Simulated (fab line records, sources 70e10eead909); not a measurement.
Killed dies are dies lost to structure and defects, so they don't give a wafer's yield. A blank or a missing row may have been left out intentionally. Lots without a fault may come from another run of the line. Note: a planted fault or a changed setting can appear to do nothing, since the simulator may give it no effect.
fab line records + flow nand-harc
record
- lots=12
- wafers=36
- last-day=33
route steps=1302 shown A_CHANNEL_FILL_D1@495 A_DECK1_JOINT@528
lots that met no fault: taken from a fault-free run of the same line
start-h: the number of hours between the record's first day and the start of the first shown wafer of the lot + wait-h: hours from the lot's prior step to this one + " same as the row above + L1.1+2: a row that stands for several wafers + - no value, or no start was given + * or withheld: withheld + < > ~ a bound
route shown NAME@n: a module of which the file shows steps, and the number in the route of the first + usual: mean/standard deviation of fault-free wafers + same: alike in all rows + chamber/n: place in a boat + sites: per-site readings + _std_site: the standard deviation of these + _edge_site: outer sites' mean less inner sites' + radius-mm: how far each site lies from the wafer's centre + mask NAME#n: copy n + behind: the tool/chamber that last shaped the wafer + hold: why the lot was held/for how many hours/how that ended + device: the transistor (n, p or np) that didn't switch + end of line: the same wafers' tests at the end of the route + step lacking rows: just its recipe + killed: count of dies lost to structure and defects at first sort (not the wafer's yield) + map: dies across one wafer; x = killed, . = not, _ = none there
set.NAME: setting as actually run; set.NAME@STEP: the setting as run at that earlier step + model.NAME: the simulator's own value behind a step, which no gauge read
the route's steps for a sample of lots (tables are steps, rows are wafers)
services: from which hour (start-h, from the record's first day; less than 0 if before it) a tool's chamber was out of use, for how many hours, and why
## steps
# step NHARC_A_CHANNEL_FILL_D1_ALD_15
# recipe
- target-thk-a=20
- pulse-time-s=60
- ald-cycles=19
- temp-c=630
- pressure-torr=2
- material=SiNx
# usual
- precursor-pulse-height-rel=0.997/0.02
- susceptor-temp-C=630.0/0.31
| lot.wafer | tool             | chamber | start-h | wait-h | precursor-pulse-height-rel | susceptor-temp-C |
|-----------|------------------|---------|---------|--------|----------------------------|------------------|
| L735.1    | ald-sin-batch-02 | 0       | -       | -      | 1.005                      | 630.4            |
| L735.3    | "                | 0       | "       | "      | 0.972                      | 630.7            |
| L735.4    | "                | 0       | "       | "      | 1.018                      | 629.9            |
| L737.1    | ald-sin-batch-02 | 0       | -       | -      | 0.997                      | 629.9            |
| L737.2    | "                | 0       | "       | "      | 1.009                      | 630.2            |
| L737.3    | "                | 0       | "       | "      | 0.995                      | 629.9            |
| L744.2    | ald-sin-batch-03 | 0       | -       | -      | 1.004                      | 629.9            |
| L744.4    | "                | 0       | "       | "      | 0.996                      | 629.8            |
| L744.5    | "                | 0       | "       | "      | 0.977                      | 629.8            |
| L745.1    | ald-sin-batch-01 | 0       | -       | -      | 0.966                      | 629.6            |
| L745.3    | "                | 0       | "       | "      | 0.995                      | 629.9            |
| L745.4    | "                | 0       | "       | "      | 0.989                      | 630.1            |
| L750.2    | ald-sin-batch-01 | 0       | -       | -      | 1.020                      | 630.7            |
| L750.5    | "                | 0       | "       | "      | 1.017                      | 629.9            |
| L750.6    | "                | 0       | "       | "      | 0.979                      | 630.1            |
| L748.1    | ald-sin-batch-02 | 0       | -       | -      | 0.983                      | 629.9            |
| L748.2    | "                | 0       | "       | "      | 1.004                      | 629.7            |
| L748.3    | "                | 0       | "       | "      | 1.018                      | 629.6            |
| L752.2    | ald-sin-batch-01 | 0       | -       | -      | 1.032                      | -                |
| L752.5    | "                | 0       | "       | "      | 1.002                      | -                |
| L752.6    | "                | 0       | "       | "      | 0.980                      | -                |
| L753.3    | ald-sin-batch-02 | 0       | -       | -      | 0.970                      | 630.0            |
| L753.5    | "                | 0       | "       | "      | 1.008                      | 630.2            |
| L753.6    | "                | 0       | "       | "      | 0.984                      | 630.2            |
| L754.1    | ald-sin-batch-01 | 0       | -       | -      | 1.001                      | 630.1            |
| L754.2    | "                | 0       | "       | "      | 0.941                      | 629.7            |
| L754.3    | "                | 0       | "       | "      | 1.002                      | 629.9            |
| L756.2    | ald-sin-batch-01 | 0       | -       | -      | 0.995                      | -                |
| L756.4    | "                | 0       | "       | "      | 0.999                      | -                |
| L756.5    | "                | 0       | "       | "      | 0.992                      | -                |
| L757.2    | ald-sin-batch-01 | 0       | -       | -      | 1.012                      | -                |
| L757.4    | "                | 0       | "       | "      | 1.007                      | -                |
| L757.5    | "                | 0       | "       | "      | 0.992                      | -                |
| L758.1    | ald-sin-batch-03 | 0       | -       | -      | 0.990                      | -                |
| L758.5    | "                | 0       | "       | "      | 0.985                      | -                |
| L758.6    | "                | 0       | "       | "      | 1.043                      | -                |
# step NHARC_A_CHANNEL_FILL_D1_ALD_16
# recipe
- target-thk-a=15
- pulse-time-s=10
- ald-cycles=15
- temp-c=300
- material=SiO2
# usual
- heater-power-w=476/54
- precursor-pulse-height-rel=0.998/0.02
- susceptor-temp-C=299.97/0.19
| lot.wafer | tool      | chamber | start-h | wait-h | heater-power-w | precursor-pulse-height-rel | susceptor-temp-C |
|-----------|-----------|---------|---------|--------|----------------|----------------------------|------------------|
| L735.3    | ald-hk-01 | 0       | 200.37  | 0.0    | 426            | 0.996                      | 300.02           |
| L735.1    | "         | 1       | "       | "      | 435            | 0.993                      | 300.27           |
| L735.4    | "         | 2       | "       | "      | 479            | 1.006                      | 300.14           |
| L737.1    | ald-hk-04 | 1       | 227.62  | 0.0    | 400            | 0.985                      | 300.02           |
| L737.3    | "         | 2       | "       | "      | 494            | 1.013                      | 299.86           |
| L737.2    | "         | 3       | "       | "      | 538            | 1.029                      | 299.94           |
| L744.4    | ald-hk-04 | 2       | 287.70  | 0.0    | 487            | 0.964                      | 300.07           |
| L744.2    | "         | 1       | "       | "      | 389            | 0.978                      | 300.11           |
| L744.5    | "         | 2       | "       | "      | 472            | 1.003                      | 299.84           |
| L745.4    | ald-hk-01 | 1       | 311.42  | 0.0    | 440            | 0.971                      | 299.98           |
| L745.1    | "         | 3       | "       | "      | 512            | 0.989                      | 300.38           |
| L745.3    | "         | 0       | "       | "      | 442            | 1.005                      | 299.90           |
| L750.2    | ald-hk-03 | 1       | 349.85  | 0.1    | 491            | 0.980                      | 300.14           |
| L750.6    | "         | 2       | "       | "      | 598            | 0.987                      | 300.28           |
| L750.5    | "         | 3       | "       | "      | 424            | 0.985                      | 300.11           |
| L748.1    | ald-hk-03 | 3       | 357.93  | 0.0    | 436            | 1.007                      | 299.76           |
| L748.2    | "         | 0       | "       | "      | 484            | 0.973                      | 299.74           |
| L748.3    | "         | 2       | "       | "      | 591            | 0.997                      | 299.94           |
| L752.2    | ald-hk-03 | 1       | 369.42  | 0.1    | 490            | 1.028                      | 299.98           |
| L752.5    | "         | 3       | "       | "      | 437            | 0.986                      | 299.98           |
| L752.6    | "         | 0       | "       | "      | 475            | 1.010                      | 300.08           |
| L753.3    | ald-hk-04 | 2       | 392.08  | 0.1    | 465            | 0.964                      | 299.60           |
| L753.6    | "         | 2       | "       | "      | 483            | 0.993                      | 299.81           |
| L753.5    | "         | 3       | "       | "      | 535            | 0.984                      | 299.99           |
| L754.3    | ald-hk-04 | 2       | 412.81  | 0.0    | 475            | 0.967                      | 299.96           |
| L754.1    | "         | 3       | "       | "      | 548            | 1.000                      | 299.66           |
| L754.2    | "         | 0       | "       | "      | 419            | 1.004                      | 299.92           |
| L757.4    | ald-hk-03 | 1       | 420.23  | 0.1    | 498            | 0.997                      | 300.09           |
| L757.2    | "         | 3       | "       | "      | 448            | 0.994                      | 300.29           |
| L757.5    | "         | 0       | "       | "      | 451            | 0.997                      | 300.07           |
| L756.2    | ald-hk-04 | 0       | 420.26  | 0.1    | 430            | 1.006                      | 299.83           |
| L756.4    | "         | 1       | "       | "      | 395            | 0.997                      | 299.89           |
| L756.5    | "         | 0       | "       | "      | 422            | 1.050                      | 300.21           |
| L758.1    | ald-hk-01 | 1       | 429.77  | 0.1    | 439            | 1.012                      | 299.54           |
| L758.5    | "         | 3       | "       | "      | 522            | 0.991                      | 300.12           |
| L758.6    | "         | 0       | "       | "      | 438            | 0.989                      | 299.98           |
# step NHARC_A_DECK1_JOINT_THK_MEAS_14
# recipe
- thk-meas-gauge=ellipsometry
# usual
- thk-nm=50.9/1.5
| lot.wafer | tool          | chamber | start-h | wait-h | thk-nm |
|-----------|---------------|---------|---------|--------|--------|
| L735.1    | film-metro-01 | -       | 246.92  | 0.2    | 50.6   |
| L735.3    | "             | -       | "       | "      | 47.6   |
| L735.4    | "             | -       | "       | "      | 51.2   |
| L737.1    | film-metro-01 | -       | 271.46  | 0.2    | 50.4   |
| L737.2    | "             | -       | "       | "      | 51.8   |
| L737.3    | "             | -       | "       | "      | 47.8   |
| L744.2    | film-metro-01 | -       | 333.91  | 0.2    | 50.5   |
| L744.4    | "             | -       | "       | "      | 50.1   |
| L744.5    | "             | -       | "       | "      | 51.4   |
| L745.1    | film-metro-02 | -       | 359.75  | 0.2    | 50.5   |
| L745.3    | "             | -       | "       | "      | 49.7   |
| L745.4    | "             | -       | "       | "      | 49.0   |
| L750.2    | film-metro-01 | -       | 396.17  | 0.2    | 48.9   |
| L750.5    | "             | -       | "       | "      | 48.6   |
| L750.6    | "             | -       | "       | "      | 50.3   |
| L748.1    | film-metro-02 | -       | 406.20  | 0.2    | 52.1   |
| L748.2    | "             | -       | "       | "      | 51.3   |
| L748.3    | "             | -       | "       | "      | 51.6   |
| L752.2    | film-metro-02 | -       | 417.93  | 0.2    | 51.0   |
| L752.5    | "             | -       | "       | "      | 51.8   |
| L752.6    | "             | -       | "       | "      | 52.3   |
| L753.3    | film-metro-02 | -       | 440.55  | 0.2    | 49.4   |
| L753.5    | "             | -       | "       | "      | 49.2   |
| L753.6    | "             | -       | "       | "      | 50.5   |
| L754.1    | film-metro-01 | -       | 459.59  | 0.2    | 52.2   |
| L754.2    | "             | -       | "       | "      | 51.7   |
| L754.3    | "             | -       | "       | "      | 50.3   |
| L756.2    | film-metro-02 | -       | 467.24  | 0.2    | 51.4   |
| L756.4    | "             | -       | "       | "      | 52.1   |
| L756.5    | "             | -       | "       | "      | 50.8   |
| L757.2    | film-metro-01 | -       | 467.25  | 0.2    | 52.5   |
| L757.4    | "             | -       | "       | "      | 51.2   |
| L757.5    | "             | -       | "       | "      | 49.5   |
| L758.1    | film-metro-02 | -       | 481.27  | 0.2    | 52.9   |
| L758.5    | "             | -       | "       | "      | 53.2   |
| L758.6    | "             | -       | "       | "      | 50.0   |
# step NHARC_A_DECK1_JOINT_DEP_16
# recipe
- target-thk-a=450
- temp-c=400
- pressure-torr=6.5
- rf-w=900
- teos-flow-sccm=161.4
- flow-sccm=2650
- target-thk-nm=45
- gas=O2
- material=SiO2
# usual
- heater-power-w=513/76
- susceptor-temp-C=400.02/0.2
- throttle-valve-pct=16.1/0.49
| lot.wafer | tool     | chamber | start-h | wait-h | heater-power-w | susceptor-temp-C | throttle-valve-pct |
|-----------|----------|---------|---------|--------|----------------|------------------|--------------------|
| L735.1    | pecvd-02 | 0       | 269.68  | 0.3    | 484            | 399.99           | 16.4               |
| L735.3    | "        | 1       | "       | "      | 426            | 400.00           | 15.7               |
| L735.4    | "        | 0       | "       | "      | 499            | 400.00           | 16.5               |
| L737.1    | pecvd-02 | 2       | 298.15  | 0.1    | 613            | 400.05           | 15.4               |
| L737.2    | "        | 0       | "       | "      | 434            | 399.95           | 16.4               |
| L737.3    | "        | 1       | "       | "      | 431            | 400.08           | 15.9               |
| L744.2    | pecvd-04 | 2       | 363.47  | 0.1    | 473            | 399.94           | 16.3               |
| L744.4    | "        | 0       | "       | "      | 530            | 400.04           | 16.6               |
| L744.5    | "        | 1       | "       | "      | 533            | 400.08           | 16.5               |
| L745.3    | pecvd-02 | 0       | 389.10  | 0.1    | 432            | 400.23           | 16.7               |
| L745.1    | "        | 1       | "       | "      | 380            | 400.24           | 15.7               |
| L745.4    | "        | 1       | "       | "      | 375            | 399.91           | 16.0               |
| L750.2    | pecvd-01 | 1       | 423.47  | 0.1    | 553            | 399.77           | 15.8               |
| L750.6    | "        | 1       | "       | "      | 550            | 399.68           | 15.9               |
| L750.5    | "        | 2       | "       | "      | 617            | 400.20           | 15.5               |
| L748.2    | pecvd-04 | 1       | 433.64  | 0.1    | 446            | 400.12           | 16.6               |
| L748.3    | "        | 2       | "       | "      | 386            | 399.90           | 16.2               |
| L748.1    | "        | 0       | "       | "      | 445            | 400.10           | 16.7               |
| L752.2    | pecvd-02 | 0       | 446.04  | 0.1    | 494            | 399.71           | 17.0               |
| L752.6    | "        | 0       | "       | "      | 500            | 399.83           | 16.9               |
| L752.5    | "        | 2       | "       | "      | 535            | 399.84           | 16.0               |
| L753.3    | pecvd-04 | 2       | 463.15  | 0.4    | 549            | 399.78           | 15.8               |
| L753.6    | "        | 0       | "       | "      | 547            | 399.76           | 16.4               |
| L753.5    | "        | 2       | "       | "      | 536            | 399.85           | 15.8               |
| L754.2    | pecvd-02 | 0       | 486.61  | 0.1    | 428            | 399.95           | 17.1               |
| L754.1    | "        | 2       | "       | "      | 533            | 400.06           | 15.9               |
| L754.3    | "        | 2       | "       | "      | 548            | 400.03           | 16.0               |
| L757.2    | pecvd-02 | 2       | 492.17  | 0.1    | 467            | 399.75           | 16.0               |
| L757.5    | "        | 0       | "       | "      | 476            | 399.66           | 17.1               |
| L757.4    | "        | 1       | "       | "      | 477            | 400.19           | 16.3               |
| L756.2    | pecvd-01 | 2       | 492.19  | 0.2    | 627            | 400.61           | 15.4               |
| L756.4    | "        | 0       | "       | "      | 584            | 399.72           | 16.1               |
| L756.5    | "        | 1       | "       | "      | 567            | 400.14           | 15.5               |
| L758.1    | pecvd-04 | 2       | 503.95  | 0.1    | 515            | 400.16           | 15.9               |
| L758.5    | "        | 2       | "       | "      | 516            | 399.96           | 16.4               |
| L758.6    | "        | 0       | "       | "      | 418            | 399.88           | 16.2               |
# step NHARC_A_DECK1_JOINT_THK_MEAS_17
# recipe
- thk-meas-gauge=ellipsometry
# usual
- thk-nm=45.2/1.1
| lot.wafer | tool          | chamber | start-h | wait-h | thk-nm |
|-----------|---------------|---------|---------|--------|--------|
| L735.1    | film-metro-01 | -       | 269.96  | 0.3    | 44.3   |
| L735.3    | "             | -       | "       | "      | 44.8   |
| L735.4    | "             | -       | "       | "      | 45.3   |
| L737.1    | film-metro-01 | -       | 298.43  | 0.2    | 46.6   |
| L737.2    | "             | -       | "       | "      | 46.5   |
| L737.3    | "             | -       | "       | "      | 44.4   |
| L744.2    | film-metro-01 | -       | 363.69  | 0.2    | 28.9   |
| L744.4    | "             | -       | "       | "      | 45.0   |
| L744.5    | "             | -       | "       | "      | 46.4   |
| L745.1    | film-metro-01 | -       | 389.35  | 0.2    | 44.5   |
| L745.3    | "             | -       | "       | "      | 44.5   |
| L745.4    | "             | -       | "       | "      | 45.9   |
| L750.2    | film-metro-02 | -       | 423.75  | 0.3    | 44.8   |
| L750.5    | "             | -       | "       | "      | 46.4   |
| L750.6    | "             | -       | "       | "      | 46.8   |
| L748.1    | film-metro-02 | -       | 433.92  | 0.2    | 43.1   |
| L748.2    | "             | -       | "       | "      | 44.7   |
| L748.3    | "             | -       | "       | "      | 42.7   |
| L752.2    | film-metro-01 | -       | 446.32  | 0.3    | 46.6   |
| L752.5    | "             | -       | "       | "      | 43.4   |
| L752.6    | "             | -       | "       | "      | 46.5   |
| L753.3    | film-metro-01 | -       | 463.39  | 0.2    | 44.4   |
| L753.5    | "             | -       | "       | "      | 45.6   |
| L753.6    | "             | -       | "       | "      | 44.9   |
| L754.1    | film-metro-01 | -       | 486.97  | 0.3    | 45.1   |
| L754.2    | "             | -       | "       | "      | 44.6   |
| L754.3    | "             | -       | "       | "      | 45.4   |
| L757.2    | film-metro-02 | -       | 492.39  | 0.2    | 42.9   |
| L757.4    | "             | -       | "       | "      | 46.3   |
| L757.5    | "             | -       | "       | "      | 45.9   |
| L756.2    | film-metro-02 | -       | 492.42  | 0.2    | 47.1   |
| L756.4    | "             | -       | "       | "      | 45.3   |
| L756.5    | "             | -       | "       | "      | 45.6   |
| L758.1    | film-metro-01 | -       | 504.31  | 0.3    | 44.9   |
| L758.5    | "             | -       | "       | "      | 45.7   |
| L758.6    | "             | -       | "       | "      | 46.2   |
## services
| tool             | chamber | start-h | hours | kind   |
|------------------|---------|---------|-------|--------|
| pecvd-02         | -       | 175.42  | 1.7   | repair |
| ald-hk-01        | -       | 206.29  | 0.2   | repair |
| ald-sin-batch-01 | -       | 210.12  | 12.8  | repair |
| ald-hk-03        | -       | 212.00  | 10.0  | pm     |
| pecvd-04         | -       | 224.24  | 1.5   | repair |
| pecvd-02         | -       | 227.00  | 13.0  | pm     |
| pecvd-04         | 0       | 235.60  | 22.7  | repair |
| pecvd-04         | 1       | 243.08  | 8.4   | repair |
| ald-sin-batch-01 | -       | 254.65  | 8.6   | repair |
| ald-hk-04        | -       | 254.88  | 10.0  | pm     |
| ald-sin-batch-02 | -       | 266.00  | 26.0  | pm     |
| pecvd-04         | -       | 269.02  | 13.0  | pm     |
| ald-hk-01        | -       | 296.22  | 10.0  | pm     |
| pecvd-02         | 0       | 383.86  | 4.7   | repair |
| ald-hk-03        | -       | 390.00  | 10.0  | pm     |
| pecvd-02         | -       | 408.00  | 13.0  | pm     |
| pecvd-02         | 2       | 430.51  | 2.3   | repair |
| ald-hk-04        | -       | 432.88  | 10.0  | pm     |
| pecvd-04         | -       | 450.02  | 13.0  | pm     |
| ald-hk-01        | -       | 457.24  | 9.0   | repair |
| pecvd-02         | -       | 462.14  | 1.0   | repair |
| ald-hk-01        | -       | 470.77  | 0.2   | repair |
| pecvd-02         | 1       | 475.23  | 13.2  | repair |
| pecvd-02         | 2       | 495.86  | 9.8   | repair |
## key
first-sign
- step=NHARC_A_DECK1_JOINT_THK_MEAS_17
- reading=thk-nm
- direction=down
- sigmas=14
- usual=45.2
- struck=28.9
effect none on later readings
met-at NHARC_A_DECK1_JOINT_DEP_16
struck-lots L744
struck-wafers L744.2
tester-left-out L744
not-acting-at NHARC_A_CHANNEL_FILL_D1_ALD_15,NHARC_A_CHANNEL_FILL_D1_ALD_16,NHARC_A_DECK1_JOINT_THK_MEAS_14
fault
- kind=process-parameter-drift
- tool=pecvd-04
- chamber=2
- onset-h=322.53
- steps=NHARC_A_DECK1_JOINT_DEP_16
- channel=target-thk-nm
- offset=-16.649
- shape=step
- end-h=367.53
- acts-in=these-recipes-only
- stated=45
# tester-left-out: of these lots the tester's yield and bins aren't shown, on N5 and GAA mostly nor the transistor test; their killed dies are dies lost to structure and defects alone, not to doping, threshold or leakage, so they don't give the yield
